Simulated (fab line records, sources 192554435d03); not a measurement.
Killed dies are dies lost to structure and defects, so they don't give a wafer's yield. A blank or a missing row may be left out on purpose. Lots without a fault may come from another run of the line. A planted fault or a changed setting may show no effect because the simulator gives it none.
Chamber matching | flow n5_finfet | N5_BEOL_M11_ETCH_66 on rie_diel-04: 4 sister chambers
The step etches SOC in N2/H2, target depth 120 nm, overetch 24 nm, time 180 s. 8 wafers are shown with their chamber, then 10 later ones without.

WAFERS WITH THEIR CHAMBER
wafer  | chamber | drypump_motor_current_A (A) | throttle_valve_pct (%)
L080.5 | 3       | 5.5                         | 18.19
L086.3 | 1       | 5.9                         | 17.95
L086.6 | 0       | 5.7                         | 18.13
L088.1 | 0       | 5.7                         | 18.13
L088.2 | 1       | 6.0                         | 17.96
L088.3 | 2       | 5.8                         | 17.59
L087.3 | 2       | 5.8                         | 17.60
L087.4 | 3       | 5.5                         | 17.86

WAFERS WITHOUT THEIR CHAMBER
wafer  | drypump_motor_current_A (A) | throttle_valve_pct (%)
L087.5 | 5.7                         | 17.60
L091.1 | 5.7                         | 18.12
L091.4 | 6.0                         | 17.96
L091.5 | 5.7                         | 18.14
L094.1 | 5.9                         | 17.96
L094.2 | 5.5                         | 17.88
L094.4 | 5.7                         | 17.60
L096.1 | 5.5                         | 17.90
L096.3 | 5.8                         | 17.64
L096.5 | 5.7                         | 18.16

WHICH CHAMBER EACH WENT THROUGH
wafer  | from the rows above     | in truth
L087.5 | can't be placed: 2 or 0 | 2
L091.1 | 0                       | 0
L091.4 | 1                       | 1
L091.5 | 0                       | 0
L094.1 | 1                       | 1
L094.2 | 3                       | 3
L094.4 | can't be placed: 2 or 0 | 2
L096.1 | 3                       | 3
L096.3 | 2                       | 2
L096.5 | 0                       | 0
Placed correctly: 8 of 10. Can't be placed from these rows: 2 (the true chamber is among the candidates in 2). Placed wrongly: 0.
How it was worked out, from the rows above alone: a wafer's distance from a chamber is the root of the sum, over the readings, of the square of ((its reading less the chamber's mean) divided by the reading's scatter). The wafer belongs to the nearest chamber; if the next one is less than 2 further off, it can't be placed. A chamber's mean is the mean of its shown wafers. The scatter: the root of (the sum of the squares of (reading less its chamber's mean) over the shown wafers, divided by (wafers less chambers)).
